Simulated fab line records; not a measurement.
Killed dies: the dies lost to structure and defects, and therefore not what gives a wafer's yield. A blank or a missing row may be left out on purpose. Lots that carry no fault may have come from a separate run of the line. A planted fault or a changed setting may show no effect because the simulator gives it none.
Which tool did it? | flow n5 finfet | 30 wafers from 10 lots sampled at 5 of the route's 1938 steps

== WHAT THE GAUGES SHOWED, per wafer ==
Not one reading of a measure or inspect step in the record can be checked against a usual standard deviation.

== WHAT TOOL EACH LOT RAN ON (gives the tool, then ch and the chambers of the sampled wafers, and finally the start) ==
lot  | N5_BEOL_M5_PRE_CLEAN_45      | N5_MIM_BOT_ETCH_ETCH_03           | N5_PASSIVATION_STRIP_14            | N5_PASSIVATION_ETCH_54             | N5_PASSIVATION_PROBE_49
L538 | pvd sputter-01, day 9 00:37  | rie metal-03 ch 1, day 12 16:52   | rie diel-03 ch 0,3, day 12 18:48   | rie diel-01 ch 1,2,3, day 12 22:39 | -
L540 | pvd sputter-03, day 9 09:32  | rie metal-02 ch 0,1, day 13 02:40 | rie diel-06 ch 1,2,3, day 13 04:49 | rie diel-05 ch 0,1,2, day 13 08:21 | -
L542 | pvd sputter-01, day 9 16:11  | rie metal-01 ch 1, day 13 22:18   | rie diel-03 ch 0,1,2, day 14 01:07 | rie diel-05 ch 1,3, day 14 04:27   | -
L544 | pvd sputter-01, day 10 17:02 | rie metal-02 ch 0,1, day 14 03:25 | rie diel-06 ch 2,3, day 14 07:06   | rie diel-04 ch 2,3, day 14 11:08   | -
L545 | pvd sputter-01, day 11 00:49 | rie metal-02 ch 0,1, day 14 06:41 | rie diel-06 ch 1,2,3, day 14 11:16 | rie diel-05 ch 0,1, day 14 14:28   | prober-02, day 14 17:18
L550 | pvd sputter-01, day 13 08:40 | rie metal-01 ch 0,1, day 16 20:56 | rie diel-06 ch 0,2, day 16 23:32   | rie diel-05 ch 0,1,3, day 17 03:08 | prober-01, day 17 05:58
L547 | pvd sputter-02, day 13 20:14 | rie metal-01 ch 0,1, day 17 14:16 | rie diel-03 ch 1,2,3, day 17 18:04 | rie diel-04 ch 0,1,3, day 17 21:32 | -
L551 | pvd sputter-03, day 14 01:20 | rie metal-03 ch 1, day 18 01:31   | rie diel-02 ch 0,2, day 18 04:35   | rie diel-04 ch 0,1,3, day 18 07:55 | -
L557 | pvd sputter-02, day 14 23:33 | rie metal-01 ch 0,1, day 18 14:01 | rie diel-02 ch 0,1, day 18 16:27   | rie diel-01 ch 0,1,2, day 18 20:01 | -
L560 | pvd sputter-03, day 16 07:18 | rie metal-01 ch 0,1, day 20 05:38 | rie diel-02 ch 0,1, day 20 09:50   | rie diel-05 ch 0,1,2, day 20 13:11 | -
- N5_BEOL_M5_PRE_CLEAN_45: time 30 s.
- N5_MIM_BOT_ETCH_ETCH_03: etches the open film in Cl2/BCl3, target depth 12 nm.
- N5_PASSIVATION_STRIP_14: strips in O2.
- N5_PASSIVATION_ETCH_54: etches SiO2 in CHF3/O2, target depth 880 nm, time 440 s.
- N5_PASSIVATION_PROBE_49

== WHAT THE TOOLS THEMSELVES READ (means of the sampled wafers that have a number; where no wafer has one, the mark that the record gives instead) ==
N5_BEOL_M5_PRE_CLEAN_45.
lot  | tool           | heater power w (W) | susceptor temp C (C)
L538 | pvd sputter-01 | 333                | 249.94
L540 | pvd sputter-03 | 348                | 250.08
L542 | pvd sputter-01 | 383                | 250.00
L544 | pvd sputter-01 | 325                | 249.85
L545 | pvd sputter-01 | 354                | 250.02
L550 | pvd sputter-01 | 329                | 250.05
L547 | pvd sputter-02 | 400                | 250.12
L551 | pvd sputter-03 | 312                | 249.96
L557 | pvd sputter-02 | 376                | 249.98
L560 | pvd sputter-03 | 336                | 250.05

N5_MIM_BOT_ETCH_ETCH_03.
lot  | tool         | drypump motor current A (A) | oes product au (a.u.) | throttle valve pct (%)
L538 | rie metal-03 | 5.97                        | 0.88                  | 27.29
L540 | rie metal-02 | 5.92                        | 0.75                  | 27.45
L542 | rie metal-01 | 5.89                        | 0.82                  | 27.24
L544 | rie metal-02 | 6.03                        | 0.76                  | 27.61
L545 | rie metal-02 | 6.03                        | 0.75                  | 27.61
L550 | rie metal-01 | 6.00                        | 0.90                  | 27.18
L547 | rie metal-01 | 6.00                        | 0.90                  | 27.19
L551 | rie metal-03 | 5.97                        | 0.84                  | 27.32
L557 | rie metal-01 | 6.00                        | 0.87                  | 27.19
L560 | rie metal-01 | 5.97                        | 0.86                  | 27.20

N5_PASSIVATION_STRIP_14.
lot  | tool        | drypump motor current A (A) | o2 flow sccm (sccm) | oes product au (a.u.) | rf vpp V (V) | showerhead plenum p Torr (Torr) | throttle valve pct (%)
L538 | rie diel-03 | 5.2                         | 224.9               | 0.84                  | 3.3          | 2.17                            | 16.51
L540 | rie diel-06 | 5.9                         | 225.3               | 0.70                  | 4.1          | 2.07                            | 16.89
L542 | rie diel-03 | 5.3                         | 224.8               | 0.90                  | 3.8          | 2.14                            | 16.49
L544 | rie diel-06 | 6.1                         | 225.0               | 0.71                  | 4.6          | 2.02                            | 16.72
L545 | rie diel-06 | 5.8                         | 225.2               | 0.69                  | 3.8          | 2.07                            | 16.91
L550 | rie diel-06 | 6.0                         | 224.7               | 0.75                  | 4.3          | 2.01                            | 16.61
L547 | rie diel-03 | 5.6                         | 224.8               | 0.86                  | 4.3          | 2.19                            | 16.54
L551 | rie diel-02 | 5.9                         | 224.9               | 0.73                  | 3.7          | 2.13                            | 16.84
L557 | rie diel-02 | 6.1                         | 224.5               | 0.81                  | 3.1          | 2.09                            | 16.55
L560 | rie diel-02 | 6.1                         | 225.2               | 0.80                  | 4.3          | 2.09                            | 16.58

N5_PASSIVATION_ETCH_54.
lot  | tool        | drypump motor current A (A) | oes product au (a.u.) | rf vpp V (V) | showerhead plenum p Torr (Torr) | throttle valve pct (%)
L538 | rie diel-01 | 5.2                         | 0.80                  | 524          | 2.42                            | 18.88
L540 | rie diel-05 | 6.1                         | 0.75                  | 523          | 2.47                            | 18.95
L542 | rie diel-05 | 6.4                         | 0.75                  | 519          | 2.37                            | 18.85
L544 | rie diel-04 | 5.5                         | 0.73                  | 523          | 2.41                            | 19.06
L545 | rie diel-05 | 6.0                         | 0.76                  | 525          | 2.48                            | 18.90
L550 | rie diel-05 | 6.1                         | 0.74                  | 522          | 2.40                            | 18.97
L547 | rie diel-04 | 6.0                         | 0.82                  | 528          | 2.41                            | 18.72
L551 | rie diel-04 | 6.0                         | 0.82                  | 527          | 2.41                            | 18.71
L557 | rie diel-01 | 5.7                         | 0.87                  | 528          | 2.38                            | 18.70
L560 | rie diel-05 | 6.1                         | 0.79                  | 523          | 2.45                            | 18.91

N5_PASSIVATION_PROBE_49.
lot  | tool      | defect limited yield (%) | killed_at_M0_to_M3 | killed_at_M4_up | killed at contacts | killed at front end | killed at other | killed dies | killed open | killed short | sort_bin_5_function (%) | sort_bin_6_memory (%) | sort n pass | sort yield pct (%)
L545 | prober-02 | 89.5                     | 43                 | 8               | 17                 | 54                  | 2.3             | 124         | 77          | 47           | 6.7                     | 3.6                   | 1056        | 89.5
L550 | prober-01 | 89.1                     | 31                 | 52              | 11                 | 31                  | 3.3             | 128         | 64          | 22           | 6.3                     | 3.7                   | 1052        | 89.1

== THE ANSWER, worked out from the rows above alone ==
Rule: the usual values come from the lots themselves. The widest of any qualifying gaps counts: lots, ordered by their means at a reading, are off when they make up no more than a third of the lots, leave a main group of 4 or more, and stand apart from it by 3 or more times the standard deviation of that group's means. A main group is skipped when, at the precision printed for the reading in the tables above, its means are all equal. A lot without any number at a reading at which 4 lots or more have one is off too. All remaining lots with rows at the step are treated as sound. The gauges are gone through in route order, then the tools' own readings, and for those a lot's mean is taken as printed above. The first step at which some lot is off is used, and at that step the reading that is off furthest; a lot without a number counts as furthest.
Nothing can be told from this: no lot is off at any reading shown.

== WHAT THE SIMULATOR PUT IN ==
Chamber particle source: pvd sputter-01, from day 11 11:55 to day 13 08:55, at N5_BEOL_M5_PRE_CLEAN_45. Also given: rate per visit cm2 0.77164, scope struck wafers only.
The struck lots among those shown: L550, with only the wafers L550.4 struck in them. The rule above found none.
